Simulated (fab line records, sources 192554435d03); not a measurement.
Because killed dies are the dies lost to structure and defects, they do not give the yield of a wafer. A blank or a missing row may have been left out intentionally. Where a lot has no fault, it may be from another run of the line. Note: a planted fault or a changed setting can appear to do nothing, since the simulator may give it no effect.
Chamber matching    flow n5_finfet    N5_FIN_CUT_STRIP_24 on rie_diel-05: 4 sister chambers
The step strips in CF4. 7 wafers are shown with their chamber, then 8 later ones without.

== WAFERS WITH THEIR CHAMBER ==
wafer   chamber  showerhead_plenum_p_Torr (Torr)  throttle_valve_pct (%)
L076.3  3        1.77                             13.77
L076.6  0        1.81                             13.54
L080.5  2        1.86                             13.43
L081.1  1        1.77                             13.97
L081.4  2        1.86                             13.44
L081.6  1        1.77                             13.95
L090.1  0        1.80                             13.60

== WAFERS WITH NO CHAMBER GIVEN ==
wafer   showerhead_plenum_p_Torr (Torr)  throttle_valve_pct (%)
L090.2  1.76                             13.43
L090.3  1.85                             13.47
L093.3  1.77                             13.26
L093.4  1.80                             13.59
L093.6  1.85                             13.48
L094.1  1.85                             13.47
L094.4  1.76                             13.42
L094.6  1.85                             13.48

== EACH ONE'S CHAMBER ==
wafer    from the rows above       in truth
L090.2   can't be placed: 0 or 3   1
L090.3   2                         2
L093.3   0                         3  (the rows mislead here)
L093.4   0                         0
L093.6   2                         2
L094.1   2                         2
L094.4   can't be placed: 0 or 3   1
L094.6   2                         2
Placed correctly: 5 of 8. Not placeable from these rows: 2 (in 0, the candidates include the true chamber). Number placed wrongly: 1.
How it was worked out, from the rows above alone: a wafer's distance from a chamber is the root of the sum, over the readings, of the square of ((its reading less the chamber's mean) divided by the reading's scatter). If the next closest chamber is less than 2 further off than the closest, the wafer can't be placed; otherwise it belongs to the closest. For every chamber, the mean is computed from those of its wafers that are shown. The scatter: the root of (the sum of the squares of (reading less its chamber's mean) over the shown wafers, divided by (wafers less chambers)).
